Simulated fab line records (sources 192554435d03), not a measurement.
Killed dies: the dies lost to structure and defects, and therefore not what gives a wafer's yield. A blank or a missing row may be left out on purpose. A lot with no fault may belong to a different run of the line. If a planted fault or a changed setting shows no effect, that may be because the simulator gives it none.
Split-lot study ; flow n5-finfet ; route with 1938 steps; 7 lots, 39 wafers read

== THE SPLIT ITSELF ==
At N5_HKMG_FIN_ETCH_58 (etches SOC in N2/H2, target depth 215.8 nm, time 741 s), the setting source-w was moved away from the recipe's 875 W on 12 of the 39 wafers read, by +7.2% to +15.9%. All remaining wafers had this setting at the recipe value.

The reading is taken at the split's own step.

== THE READING ==
rf-vpp-V, in V, at N5_HKMG_FIN_ETCH_58 (etches SOC in N2/H2, target depth 215.8 nm, time 741 s). Typical for fault-free wafers on this fab line: 98.9 V, with standard deviation 0.9 V.

wafer;tool, chamber at the split;source-w as run, W;against the recipe;rf-vpp-V, V;against lot-mates on the recipe
L075.1;rie-diel-03, 1;1014;+15.9%;96.6;-2.8
L075.2;rie-diel-03, 0;875;recipe;99.1;-
L075.3;rie-diel-03, 3;1014;+15.9%;93.0;-6.4
L075.4;rie-diel-03, 1;875;recipe;99.7;-
L075.5;rie-diel-03, 0;1014;+15.9%;95.8;-3.6
L075.6;rie-diel-03, 3;875;recipe;99.5;-
L080.1;rie-diel-04, 2;875;recipe;98.0;-
L080.2;rie-diel-04, 0;946.8;+8.2%;96.8;-1.4
L080.3;rie-diel-04, 1;946.8;+8.2%;96.3;-1.9
L080.4;rie-diel-04, 2;875;recipe;98.4;-
L080.5;rie-diel-04, 0;946.8;+8.2%;96.7;-1.5
L080.6;rie-diel-04, 1;875;recipe;98.1;-
L083.2;rie-diel-04, 0;875;recipe;100.3;-
L083.3;rie-diel-04, 1;875;recipe;98.8;-
L083.5;rie-diel-04, 2;875;recipe;98.6;-
L088.1;rie-diel-04, 1;875;recipe;99.5;-
L088.2;rie-diel-04, 0;875;recipe;98.7;-
L088.3;rie-diel-04, 3;958.4;+9.5%;95.2;-4.1
L088.4;rie-diel-04, 2;958.4;+9.5%;96.2;-3.1
L088.5;rie-diel-04, 2;958.4;+9.5%;96.2;-3.1
L088.6;rie-diel-04, 1;875;recipe;99.6;-
L090.1;rie-diel-04, 1;875;recipe;98.5;-
L090.2;rie-diel-04, 3;875;recipe;98.5;-
L090.3;rie-diel-04, 2;875;recipe;98.9;-
L090.4;rie-diel-04, 0;875;recipe;100.1;-
L090.5;rie-diel-04, 1;875;recipe;98.6;-
L090.6;rie-diel-04, 2;875;recipe;99.0;-
L094.1;rie-diel-04, 2;875;recipe;98.4;-
L094.2;rie-diel-04, 3;937.7;+7.2%;95.0;-3.5
L094.3;rie-diel-04, 0;875;recipe;98.7;-
L094.4;rie-diel-04, 1;937.7;+7.2%;96.2;-2.3
L094.5;rie-diel-04, 1;875;recipe;98.3;-
L094.6;rie-diel-04, 2;937.7;+7.2%;95.5;-3.0
L097.1;rie-diel-03, 3;875;recipe;98.7;-
L097.2;rie-diel-03, 2;875;recipe;98.3;-
L097.3;rie-diel-03, 0;875;recipe;97.7;-
L097.4;rie-diel-03, 1;875;recipe;98.4;-
L097.5;rie-diel-03, 0;875;recipe;99.0;-
L097.6;rie-diel-03, 1;875;recipe;100.4;-

FIT RESULTS
A straight line over all 39 wafers: rf-vpp-V changes by -0.275 V for each +1% of source-w; r = -0.86; the points scatter about the line by 0.87 V.
The same after taking each lot's own level away (the mean of its wafers on the recipe; 39 wafers): -0.288 V for each +1%; r = -0.89; scatter 0.78 V.
The reading moves by 4.6 V for the largest change in source-w, on that fit.
From 98.17 to 99.43 V: that is the span of the lots' own levels, equal to 1.4 times the standard deviation above.
So the lot-to-lot level changes the slope little: the two slopes agree.
Check: -5.02 V against its lot-mates is what the line predicts for one of the wafers moved furthest among these (+15.9%) when that wafer is left out of the fit. It came out at -2.83 V against them.
Tool readings at the split's step, against how far the setting was moved: rf-vpp-V r = -0.86.

== OTHER SPLITS ON THESE WAFERS ==
Note: prior to the reading, these wafers also went through further splits. Each is held against what the fit with the lots' levels taken away leaves over:
other split on the same wafers;wafers away from the commonest value;r with rf-vpp-V (lot level and that fit taken away)
N5_FIN_SAQP_MANDREL_ETCH_22 target-depth-a;12;-0.05
N5_FIN_CUT_ETCH_21 bias-w;12;-0.18
N5_DUMMY_GATE_ETCH_31 target-depth-a;12;-0.13

== THE FILE'S OWN FIT ==
rf-vpp-V changes by -0.291 V for each +1% of source-w, r = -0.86.
